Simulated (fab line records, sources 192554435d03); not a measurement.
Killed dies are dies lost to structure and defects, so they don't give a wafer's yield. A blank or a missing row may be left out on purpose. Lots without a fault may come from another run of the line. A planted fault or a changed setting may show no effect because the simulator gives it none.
Chamber matching | flow n5_finfet | N5_MOL_CONTACT_COAG_ETCHBACK_136 on rie_diel-05: 4 sister chambers
The step etches SiO2 in CHF3, target depth 25 nm, time 16.7 s. 4 wafers are shown with their chamber, then 9 later ones without.

WAFERS WITH THEIR CHAMBER
wafer  | chamber | rf_vpp_V (V)
L085.4 | 3       | 540
L089.4 | 2       | 520
L089.5 | 0       | 529
L089.6 | 1       | 534

WAFERS WITHOUT THEIR CHAMBER
wafer  | rf_vpp_V (V)
L093.2 | 542
L093.4 | 535
L093.5 | 537
L095.1 | 540
L095.3 | 534
L095.4 | 518
L096.1 | 541
L096.3 | 521
L096.4 | 534

WHICH CHAMBER EACH WENT THROUGH
wafer  | from the rows above     | in truth
L093.2 | 3                       | 3
L093.4 | 1                       | 1
L093.5 | can't be placed: 1 or 3 | 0
L095.1 | 3                       | 3
L095.3 | 1                       | 1
L095.4 | 2                       | 2
L096.1 | 3                       | 3
L096.3 | 2                       | 2
L096.4 | 1                       | 1
Placed correctly: 8 of 9. Can't be placed from these rows: 1 (the true chamber is among the candidates in 0). Placed wrongly: 0.
How it was worked out, from the rows above alone: a wafer's distance from a chamber is the root of the sum, over the readings, of the square of ((its reading less the chamber's mean) divided by the reading's scatter). The wafer belongs to the nearest chamber; if the next one is less than 2 further off, it can't be placed. A chamber's mean is the mean of its shown wafers. The scatter: with one shown wafer a chamber, the root of the mean of the squares of how far each hidden wafer lies from its nearest shown one.
